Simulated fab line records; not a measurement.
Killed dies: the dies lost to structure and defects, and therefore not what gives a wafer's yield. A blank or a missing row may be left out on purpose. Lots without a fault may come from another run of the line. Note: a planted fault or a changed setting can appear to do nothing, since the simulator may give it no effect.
Matching of chambers ; flow nand harc ; NHARC_A_CHANNEL_FILL_D2_ALD_16 on ald hk-04 has 4 sister chambers
The step deposits SiO2, target thk 1.5 nm, pulse time 10 s, ald cycles 15. 18 wafers are shown with their chamber, then 9 later ones without.

## EACH WAFER AND ITS CHAMBER
wafer;chamber;heater power w (W);precursor pulse height rel
L242.1;2;480;0.986
L242.3;0;401;0.989
L242.5;0;414;0.995
L244.1;2;473;1.021
L244.2;0;403;0.992
L244.5;3;456;1.003
L249.1;1;591;0.993
L249.2;0;410;1.013
L249.6;3;460;0.999
L251.2;2;469;1.044
L251.4;1;603;0.989
L251.6;3;462;1.023
L257.1;2;515;1.000
L257.5;2;499;1.006
L257.6;3;453;1.005
L258.1;2;497;0.987
L258.2;0;413;1.013
L258.5;3;461;1.004

SIGNATURES (means of the wafers above)
reading;chamber 0;chamber 1;chamber 2;chamber 3;scatter within a chamber
heater power w;408.20;597.00;488.83;458.40;11.5
precursor pulse height rel;1.00040;0.99100;1.00733;1.00680;0.0155
Rule: for a wafer and a chamber, the distance is found by dividing, reading by reading, the gap between the wafer's reading and the chamber's mean by the reading's scatter, squaring, summing and taking the root. If the next closest chamber is less than 2 further off than the closest, the wafer can't be placed; otherwise it belongs to the closest. The scatter is the square root of a quotient: the sum, over the shown wafers, of each reading's squared deviation from its chamber's mean, divided by wafers minus chambers.

## WAFERS MISSING THEIR CHAMBER
wafer;heater power w (W);precursor pulse height rel
L260.1;409;0.991
L260.2;498;1.030
L260.6;414;0.971
L261.2;463;0.991
L261.3;420;1.005
L261.6;628;1.005
L262.1;451;0.985
L262.3;501;1.015
L262.4;639;1.017

## EACH ONE'S CHAMBER
wafer;from the rows above;in truth
L260.1;0;0
L260.2;2;2
L260.6;0;0
L261.2;can't be placed: 3 or 2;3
L261.3;0;0
L261.6;1;1
L262.1;3;3
L262.3;2;2
L262.4;1;1
Correctly placed: 8 of 9. Not placeable from these rows: 1 (in 1, the candidates include the true chamber). Wrongly placed: 0.
